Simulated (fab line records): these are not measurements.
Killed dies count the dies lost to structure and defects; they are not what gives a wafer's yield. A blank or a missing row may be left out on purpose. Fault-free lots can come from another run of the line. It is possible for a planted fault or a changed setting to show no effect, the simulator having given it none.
Matching of chambers | flow nand harc | NHARC_A_BLC_ETCH_16 on rie diel-09: 4 sister chambers
The step etches the open film in CF4, target depth 39 nm, time 65 s. 4 wafers are shown with their chamber, then 7 later ones without.

WAFERS WITH THEIR CHAMBER
wafer  | chamber | drypump motor current A (A)
L823.4 | 1       | 5.56
L823.6 | 3       | 5.86
L824.1 | 0       | 5.44
L824.5 | 2       | 6.02

WAFERS MISSING THEIR CHAMBER
wafer  | drypump motor current A (A)
L833.3 | 5.41
L833.4 | 5.86
L833.5 | 5.87
L834.1 | 6.04
L834.4 | 5.87
L836.4 | 6.01
L836.5 | 5.86

WHICH CHAMBER EACH ONE RAN IN
wafer  | from the rows above | in truth
L833.3 | 0                   | 0
L833.4 | 3                   | 3
L833.5 | 3                   | 3
L834.1 | 2                   | 2
L834.4 | 3                   | 3
L836.4 | 2                   | 2
L836.5 | 3                   | 3
Placed correctly: 7 of 7. Can't be placed from these rows: 0. Wrongly placed: 0.
How it was worked out, from the rows above alone: a wafer's distance from a chamber is the root of the sum, over the readings, of the square of ((its reading less the chamber's mean) divided by the reading's scatter). The wafer belongs to the nearest chamber; if the next one is less than 2 further off, it can't be placed. The mean given for a chamber averages the wafers shown for that chamber. The scatter (one wafer shown for each chamber): square how far every hidden wafer sits from the nearest shown wafer, average those squares and take the square root.
